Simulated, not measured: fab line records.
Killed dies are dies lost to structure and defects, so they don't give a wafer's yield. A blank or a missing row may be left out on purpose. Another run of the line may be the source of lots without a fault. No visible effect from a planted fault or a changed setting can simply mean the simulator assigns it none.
Problem report, 8D (eight disciplines) form, completed by code || flow n5-finfet || the parts of the form that need people (team, actions taken, sign-off) are left out

## 1. WHAT IS WRONG
Mean of spin-speed-rpm at N5_BEOL_M3_COAT_61: 1592.7 rpm across 6 wafers in 2 lots; on wafers with no fault it is 1499.8 rpm (standard deviation 0.9). So: +99 or more standard deviations from the usual mean.
The step: time 60 s, resist thk 60 nm.
Seen first at day 12 01:28 on litho-track-02, wafer L226.2. Wafers with a number at this step in the record: 12, from 4 lots. By rule, "out" or "out of limits" means more than 4 standard deviations away from the usual mean. All remaining wafers that have a number are taken as sound.

## 2. WHAT IT IS; WHAT IT IS NOT
{"question": "which readings at this step", "is": "spin-speed-rpm", "is not": "-"}
{"question": "which lots", "is": "L224, L226", "is not": "L216, L233"}
{"question": "which wafers of those lots", "is": "all that have a number", "is not": "-"}
{"question": "read on which tools", "is": "litho-track-02", "is not": "litho-track-05"}
{"question": "when", "is": "from day 12 01:28", "is not": "up to then (3 sound wafers); but 3 sound wafers of L233 came after"}

## 3. SUSPECTS, AND WHAT RULES EACH OUT
Counting: a tool stays on the suspect list if, at a process step up to the reading, it processed all lots that are out and no sound lot following the first of them.
- litho-track-02 at N5_BEOL_M3_COAT_61 (time 60 s, resist thk 60 nm): kept. All lots that are out passed through it, beginning with L226 at day 12 01:28, and no sound lot followed; its final sound lot before that point was L216 at day 8 11:57. Its own spin-speed-rpm readings are out on those wafers.
Remaining after the count: litho-track-02 at N5_BEOL_M3_COAT_61.

## 4. THE CAUSE (what the simulator had put in)
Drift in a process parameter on litho-track-02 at N5_BEOL_M3_COAT_61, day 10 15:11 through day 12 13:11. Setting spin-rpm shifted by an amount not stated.
Counting left only this tool.

## 5. THE EFFECT CHAIN, in route order
Each row: a reading whose mean over the struck wafers that have a number lies more than 3 standard deviations from the usual. Only readings whose record carries a usual standard deviation are examined. hours: median over the lots of the time between each lot's start at the first step of this table that gives one and its start at this step. sigmas: the change, counted in usual standard deviations.
{"hours": 0, "step": "N5_BEOL_M3_COAT_61", "reading": "spin-speed-rpm", "usual": "1499.8 rpm", "on struck wafers": 1592.7, "change": "+92.9", "sigmas": "+99 or more"}
Process steps it contains:
- N5_BEOL_M3_COAT_61: time 60 s, resist thk 60 nm.
Later steps that measure or inspect, where all struck wafers having a row at the step show a number for every such reading and not one has moved that far: N5_BEOL_M4_RC_MEAS_101.

## 6. WHAT WOULD HAVE CAUGHT IT SOONER
First out-of-limits reading in this record: day 12 01:28, which is 34 hours after fault onset at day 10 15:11.
